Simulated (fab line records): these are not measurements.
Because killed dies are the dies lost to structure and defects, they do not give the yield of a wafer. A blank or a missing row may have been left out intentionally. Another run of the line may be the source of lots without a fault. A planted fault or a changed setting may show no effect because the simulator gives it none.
What tool caused it? -- flow n5 finfet -- 11 lots with 33 wafers sampled at 2 steps, on a route of 1938 steps

WHAT EACH GAUGE READ, for each wafer
N5_BEOL_M9_CD_MEAS_35: target cd 70 nm, target cd y 40 nm. Usual: cd nm 69.8 nm, standard deviation 0.69.
lot,measured,on,cd nm (nm),flag
L998,day 9 13:44,cd sem-03,69.7 68.8 69.7,
L100,day 9 19:14,cd sem-03,69.1 70.9 70.1,
L999,day 9 19:42,cd sem-02,70.3 69.3 69.3,
L108,day 12 00:35,cd sem-02,70.2 70.1 69.8,
L106,day 12 00:25,cd sem-01,70.4 70.8 71.2,
L115,day 14 13:43,cd sem-01,69.8 68.6 70.1,
L117,day 15 07:37,cd sem-01,69.4 69.0 69.4,
L118,day 15 10:55,cd sem-02,70.1 68.8 70.3,
L121,day 15 15:40,cd sem-01,68.3 68.3 69.6,
L119,day 15 18:41,cd sem-01,70.3 70.1 70.0,
L120,day 15 18:50,cd sem-03,69.7 68.9 70.2,

WHICH TOOL RAN EACH LOT (tool, then ch and the chambers of the sampled wafers, then the start)
lot,N5_BEOL_M9_ETCH_76
L998,"rie diel-01 ch 1,2, day 9 13:10"
L100,"rie diel-06 ch 0,1,2, day 9 18:40"
L999,"rie diel-06 ch 0,1,3, day 9 19:08"
L108,"rie diel-06 ch 2,3, day 11 23:49"
L106,"rie diel-01 ch 0,1,2, day 11 23:50"
L115,"rie diel-01 ch 0,2,3, day 14 13:08"
L117,"rie diel-02 ch 0,1,2, day 15 07:02"
L118,"rie diel-02 ch 1,2, day 15 10:20"
L121,"rie diel-01 ch 0,2,3, day 15 15:05"
L119,"rie diel-06 ch 0,1,2, day 15 18:05"
L120,"rie diel-01 ch 1,3, day 15 18:16"
- N5_BEOL_M9_ETCH_76: etches underlayer in N2/H2, target depth 6.5 nm, time 5.2 s.

AS READ BY THE TOOLS THEMSELVES (means over the sampled wafers that have a number; for cases with no such wafer, the mark the record gives instead)
N5_BEOL_M9_ETCH_76. Usual: drypump motor current A 5.54 A, standard deviation 0.27; etch rf on time s 5.18 s, standard deviation 0.12; oes product au 0.68 a.u., standard deviation 0.079; rf fwd power W 819.9 W, standard deviation 2.8; rf vpp V 524.1 V, standard deviation 2.6; showerhead plenum p Torr 2.56 Torr, standard deviation 0.082; throttle valve pct 17.77 %, standard deviation 0.24.
lot,tool,drypump motor current A (A),etch rf on time s (s),oes product au (a.u.),rf fwd power W (W),rf vpp V (V),showerhead plenum p Torr (Torr),throttle valve pct (%),flag
L998,rie diel-01,5.68,5.25,0.65,821.9,524.8,2.60,17.96,
L100,rie diel-06,5.53,5.13,0.60,821.9,523.5,2.56,17.99,
L999,rie diel-06,5.66,5.21,0.64,819.8,524.8,2.57,17.83,
L108,rie diel-06,5.71,5.15,0.68,818.1,526.1,2.66,17.57,
L106,rie diel-01,5.56,5.12,0.76,821.0,524.5,2.54,17.71,
L115,rie diel-01,5.42,5.27,0.70,819.2,523.5,2.52,17.92,
L117,rie diel-02,5.54,5.14,0.70,820.3,523.0,2.54,17.66,
L118,rie diel-02,5.73,5.09,0.68,816.9,521.2,2.49,17.74,
L121,rie diel-01,5.46,5.26,0.69,820.5,524.1,2.51,17.94,
L119,rie diel-06,5.51,5.13,0.75,818.0,524.0,2.54,17.77,
L120,rie diel-01,5.38,5.28,0.72,818.4,524.2,2.58,17.59,

THE ANSWER, worked out from the rows above alone
Rule: a lot counts as off when the mean over its wafers that have a number is more than 3 standard deviations away from the usual mean. A lot without any number at a reading at which 4 lots or more have one is off too. All remaining lots with rows at the step are treated as sound. Order of review: gauges by route order, followed by the tools' own readings, for which a lot's mean as printed above is used. At the first step where some lot is off, the reading lying furthest off is the one used; lots without a number count as furthest.
No lot is off on any of the readings shown, so nothing can be concluded from this.

WHAT WAS PUT IN BY THE SIMULATOR
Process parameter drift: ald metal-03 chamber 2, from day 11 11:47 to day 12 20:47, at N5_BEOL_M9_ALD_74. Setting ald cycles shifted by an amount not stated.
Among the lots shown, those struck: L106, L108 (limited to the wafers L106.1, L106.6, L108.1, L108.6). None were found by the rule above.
